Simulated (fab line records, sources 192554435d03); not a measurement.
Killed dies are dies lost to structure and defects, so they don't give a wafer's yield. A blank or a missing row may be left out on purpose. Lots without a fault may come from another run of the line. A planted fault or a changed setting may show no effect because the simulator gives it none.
A struck lot beside a sound one | flow n5_finfet | 14 steps out of a route of 1938
Sound: wafers L107.2, L107.3, L107.6. Struck: wafers L126.3, L126.5, L126.6. The cause comes at the end.
At each step with rows: each side's tool, then ch and its chambers, then its first start. Under that, the readings that differ: sound wafers | struck wafers | difference of the means | sigmas: that difference in standard deviations of wafers without a fault.
alike: readings whose means differ by less than 2 such deviations, and words and numbers that are the same on both sides. not compared: withheld readings, readings that some wafer has no value for, bounds like >300 that may hide the same value, and numbers for which the record gives no deviation and whose values overlap.
The two part at a step that has a row with sigmas, a row that says differs or no value, or rows on one side only. Numbers that don't overlap but have no deviation are shown without sigmas and don't part them. A reading that every wafer of one side lacks parts them only if that side has two wafers or more.

N5_BEOL_M10_INSPECT_58: inspects for defects (darkfield).
  sound on defect_inspect-01, day 10 10:53; struck on defect_inspect-02, day 15 07:15
  alike: raw_defect_count
N5_BEOL_M11_ILD_DEP_00: deposits SiCOH lowk from DEMS/porogen, target thk 308.51 nm, time 58 s.
  sound on pecvd-02 ch 0,1, day 10 10:55; struck on pecvd-04 ch 0,1,2, day 15 07:17
  alike: heater_power_w, showerhead_plenum_p_Torr, throttle_valve_pct
N5_BEOL_M11_CURE_71: cures SiCOH lowk, time 240 s.
  sound on uv_cure-03 ch 1, day 10 11:52; struck on uv_cure-03 ch 0, day 15 07:34
  alike: lamp_power_pct, wafer_temp_C_max
N5_BEOL_M11_THK_MEAS_01:
  sound on film_metro-01, day 10 12:42; struck on film_metro-02, day 15 07:55
  alike: M11_ILD_THK
N5_BEOL_M11_PECVD_70: deposits SiO2 from TEOS/O2, target thk 20 nm, time 22.7 s.
  sound on pecvd-04 ch 0,2, day 10 12:44; struck on pecvd-04 ch 0,1,2, day 15 07:58
  alike: heater_power_w, showerhead_plenum_p_Torr, throttle_valve_pct
N5_BEOL_M11_HM_DEP_02: deposits TiN, target thk 20 nm.
  sound on pvd_sputter-02, day 10 14:29; struck on pvd_sputter-01, day 15 08:23
  alike: substrate_temp_c, throttle_valve_pct
then, 6 steps without rows for these wafers: N5_BEOL_M11_COAT_59 (time 60 s, resist thk 100 nm); N5_BEOL_M11_COAT_60 (time 60 s, resist thk 30 nm); N5_BEOL_M11_COAT_05 (resist thk 90 nm); N5_BEOL_M11_EBR_07; N5_BEOL_M11_SOFTBAKE_06 (time 60 s); N5_BEOL_M11_EXPOSE_08 (exposes mask M11).
N5_BEOL_M11_PEB_09: peb time 60 s.
  sound on litho_track-04 ch 0, day 10 14:49; struck on litho_track-02, day 15 08:42
  no value came back on the struck wafers for chill_plate_temp_C (C), exhaust_pa (Pa); on the sound wafers chill_plate_temp_C (C) reads 22.99 23.21 23.36
then, 1 step without rows for these wafers: N5_BEOL_M11_DEVELOP_10 (develop time 30 s).

WHERE THEY PART
Only at N5_BEOL_M11_PEB_09, within this record.

WHY: what the simulator had put in
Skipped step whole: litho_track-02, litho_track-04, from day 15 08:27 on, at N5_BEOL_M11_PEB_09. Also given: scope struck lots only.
